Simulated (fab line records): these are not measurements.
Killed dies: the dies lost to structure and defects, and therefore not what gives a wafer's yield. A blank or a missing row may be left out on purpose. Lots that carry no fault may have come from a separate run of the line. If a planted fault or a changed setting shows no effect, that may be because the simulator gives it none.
Chamber matching :: flow n5 finfet :: 4 sister chambers for N5_BEOL_M10_ETCH_66 on rie diel-06
The step etches SOC in N2/H2, target depth 120 nm, overetch 24 nm, time 180 s. 4 wafers are shown with their chamber, then 10 later ones without.

== WAFERS PAIRED WITH THEIR CHAMBERS ==
wafer: L085.1
chamber: 1
drypump motor current A (A): 6.5

wafer: L085.2
chamber: 3
drypump motor current A (A): 5.7

wafer: L089.2
chamber: 0
drypump motor current A (A): 5.4

wafer: L089.4
chamber: 2
drypump motor current A (A): 6.4

== WAFERS WHOSE CHAMBER IS MISSING ==
wafer: L089.6
drypump motor current A (A): 6.4

wafer: L092.1
drypump motor current A (A): 5.7

wafer: L092.3
drypump motor current A (A): 6.4

wafer: L092.4
drypump motor current A (A): 6.5

wafer: L095.1
drypump motor current A (A): 5.3

wafer: L095.2
drypump motor current A (A): 5.7

wafer: L095.4
drypump motor current A (A): 6.4

wafer: L096.4
drypump motor current A (A): 6.4

wafer: L096.5
drypump motor current A (A): 5.3

wafer: L096.6
drypump motor current A (A): 5.7

== THE CHAMBER EACH PASSED THROUGH ==
wafer: L089.6
from the rows above: 2
in truth: 2

wafer: L092.1
from the rows above: 3
in truth: 3

wafer: L092.3
from the rows above: 2
in truth: 2

wafer: L092.4
from the rows above: 1
in truth: 1

wafer: L095.1
from the rows above: 0
in truth: 0

wafer: L095.2
from the rows above: 3
in truth: 3

wafer: L095.4
from the rows above: 2
in truth: 2

wafer: L096.4
from the rows above: 2
in truth: 2

wafer: L096.5
from the rows above: 0
in truth: 0

wafer: L096.6
from the rows above: 3
in truth: 3
Correct placement for 10 of the 10. From these rows, 0 cannot be placed. Placed wrongly: 0.
How it was worked out, from the rows above alone: a wafer's distance from a chamber is the root of the sum, over the readings, of the square of ((its reading less the chamber's mean) divided by the reading's scatter). If the next closest chamber is less than 2 further off than the closest, the wafer can't be placed; otherwise it belongs to the closest. A chamber's mean is the mean of its shown wafers. The scatter: root of mean squared gap, hidden wafer to nearest shown wafer, with one shown wafer a chamber.
